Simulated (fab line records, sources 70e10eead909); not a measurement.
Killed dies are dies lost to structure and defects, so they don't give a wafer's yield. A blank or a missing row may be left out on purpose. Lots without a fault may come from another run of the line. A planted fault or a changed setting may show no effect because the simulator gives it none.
Problem report in the 8D (eight disciplines) form, filled by code | flow nand_harc | the parts of the form that need people (team, actions taken, sign-off) are left out

1. THE PROBLEM
susceptor_temp_C at NHARC_A_CHANNEL_FILL_D2_ALD_25 reads a mean of 289.19 C on 6 wafers of 2 lots; wafers without a fault read 300.01 C with a standard deviation of 0.18. That is -60 standard deviations from the usual mean.
The step: deposits SiOx, target thk 60 nm, pulse time 10 s, ald cycles 600.
First seen on wafer L500.3, day 18 06:57, on ald_hk-04. The record holds 36 wafers of 12 lots with a number at this step. Rule for "out", or "out of limits": more than 4 standard deviations from the usual mean. The other wafers with a number count as sound.

2. WHAT IT IS AND WHAT IT IS NOT
question                    | is                     | is not
which readings at this step | susceptor_temp_C       | heater_power_w
which lots                  | L500, L501             | L492, L493, L494, L495, L496, L498, L503, L511, L512, L514
which wafers of those lots  | all that have a number | -
read on which tools         | ald_hk-04              | ald_hk-02, ald_hk-03
when                        | from day 18 06:57      | up to then (18 sound wafers); but 12 sound wafers of L503, L511, L512, L514 came after

3. SUSPECTS, AND WHAT RULES EACH OUT
Counting: a tool at a process step up to the reading stays a suspect if it ran every lot that is out and no sound lot after the first of them.
- ald_hk-04 at NHARC_A_CHANNEL_FILL_D2_ALD_25 (deposits SiOx, target thk 60 nm, pulse time 10 s, ald cycles 600): ruled out as a lasting fault. Sound lots L512 ran on it after its first lot that is out, L500 (day 18 06:57).
Left after counting: nothing in the record.

4. THE CAUSE (what the simulator had put in)
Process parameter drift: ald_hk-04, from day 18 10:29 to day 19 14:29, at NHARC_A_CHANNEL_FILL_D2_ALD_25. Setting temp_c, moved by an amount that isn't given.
Counting ruled it out, wrongly.

5. THE CHAIN OF EFFECTS, in route order
Each row: a reading whose mean over the struck wafers that have a number lies more than 3 standard deviations from the usual. Only readings for which the record gives a usual standard deviation are gone through. hours: the time from each lot's start at the first step in this table that gives one to its start at this step, as a median over the lots. sigmas: the change in usual standard deviations.
hours | step                           | reading          | usual    | on struck wafers | change | sigmas
0     | NHARC_A_CHANNEL_FILL_D2_ALD_25 | susceptor_temp_C | 300.01 C | 289.19           | -10.81 | -60
The process steps in it:
- NHARC_A_CHANNEL_FILL_D2_ALD_25: deposits SiOx, target thk 60 nm, pulse time 10 s, ald cycles 600.
Later measuring or inspecting steps at which every struck wafer that the step has a row for has a number for every such reading, and none has moved that far: NHARC_END_SORT_01.

6. WHAT WOULD HAVE CAUGHT IT SOONER
In this record the first reading out of limits was taken at day 18 06:57.
